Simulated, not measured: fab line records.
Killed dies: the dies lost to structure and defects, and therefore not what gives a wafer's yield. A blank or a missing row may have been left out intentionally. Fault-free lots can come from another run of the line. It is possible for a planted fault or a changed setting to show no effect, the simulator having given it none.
Comparing a struck lot with a sound one -- flow nand-harc -- 13 out of 1159 route steps
Sound: these wafers, L225.2, L225.4, L225.5. Struck: wafer L240.6 (left out: L240.3, L240.4 of the same lot, which were not struck); the cause appears at the end.
Order at every step that has rows: each side's tool, ch and its chambers, its first start. Under that, the readings that differ: sound wafers -- struck wafers -- difference of the means -- sigmas: that difference in standard deviations of wafers without a fault.
alike: words and numbers the same on both sides, and readings whose means are apart by under 2 such deviations; not compared: readings that were withheld, readings missing a value for some wafer, numbers with overlapping values and no deviation given by the record, and bounds like >300 which may hide the same value.
Wherever a step has rows on one side only, a row that says differs or no value, or a row with sigmas, the two part there. Numbers that have no deviation but don't overlap get no sigmas and don't part them. Lack of a reading on every wafer of one side parts them only where that side has two or more wafers.

NHARC_A_STAIRCASE_DEP_417: deposits Si3N4, target thk 60 nm.
  sound on pecvd-01 ch 1,2, day 11 22:50; struck on pecvd-04 ch 0, day 15 13:34
  alike: heater-power-w
then, 3 steps without rows for these wafers: NHARC_A_STAIRCASE_WET_418 (chemistry H3PO4, target depth 20 nm); NHARC_A_STAIRCASE_PRECLEAN_419 (cleans in SC1); NHARC_A_STAIRCASE_SRD_421.
NHARC_A_STAIRCASE_ALD_420: deposits SiO2, target thk 20 nm, pulse time 6 s, ald cycles 200.
  sound on ald-hk-04 ch 0,2, day 12 02:34; struck on ald-hk-01 ch 1, day 15 17:17
  alike: heater-power-w, precursor-pulse-height-rel
then, 1 step without rows for these wafers: NHARC_A_STAIRCASE_CVD_552 (deposits SiNx, target thk 40 nm).
NHARC_A_STAIRCASE_DEP_151: deposits SiO2, target thk 3800 nm.
  sound on pecvd-02 ch 1,2, day 12 10:49; struck on pecvd-01 ch 0, day 16 01:33
  alike: heater-power-w, mfc-precursor-sccm
then, 1 step without rows for these wafers: NHARC_A_STAIRCASE_ANNEAL_320 (time 1800 s).
NHARC_A_STAIRCASE_DEP_322: deposits SiO2, target thk 3800 nm.
  sound on pecvd-02 ch 0,1, day 12 18:24; struck on pecvd-01 ch 2, day 16 08:14
  alike: heater-power-w, mfc-precursor-sccm
then, 1 step without rows for these wafers: NHARC_A_STAIRCASE_ANNEAL_323 (time 1800 s).
NHARC_A_STAIRCASE_DEP_325: deposits SiO2, target thk 3800 nm.
  sound on pecvd-01 ch 0,2, day 13 02:14; struck on pecvd-01 ch 0, day 16 19:10
reading,sound,struck,difference,sigmas
mfc-precursor-sccm (sccm),201.0 199.0 199.6,210.9,+11.0,+17
  alike: heater-power-w
then, 1 step without rows for these wafers: NHARC_A_STAIRCASE_ANNEAL_326 (time 1800 s).
-- break in the record here, with 8 days between the starts of the struck wafers on either side (left off in module A_STAIRCASE, picked up again in module END, where the first step shown is number 1159 on the route) --
NHARC_END_SORT_01:
  sound on prober-02 ch 0, day 22 17:49; struck on prober-01 ch 0, day 24 19:44
  alike: killed-at-array, killed-at-other, killed-at-periphery, killed-dies, killed-open, killed-short

## WHERE THEY PART
Within this record, at NHARC_A_STAIRCASE_DEP_325 only. Later steps at which nothing parts them and some readings are alike: NHARC_END_SORT_01.

WHY: whatever the simulator had introduced
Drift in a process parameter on pecvd-01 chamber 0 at NHARC_A_STAIRCASE_DEP_325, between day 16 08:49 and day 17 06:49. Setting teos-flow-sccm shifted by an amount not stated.
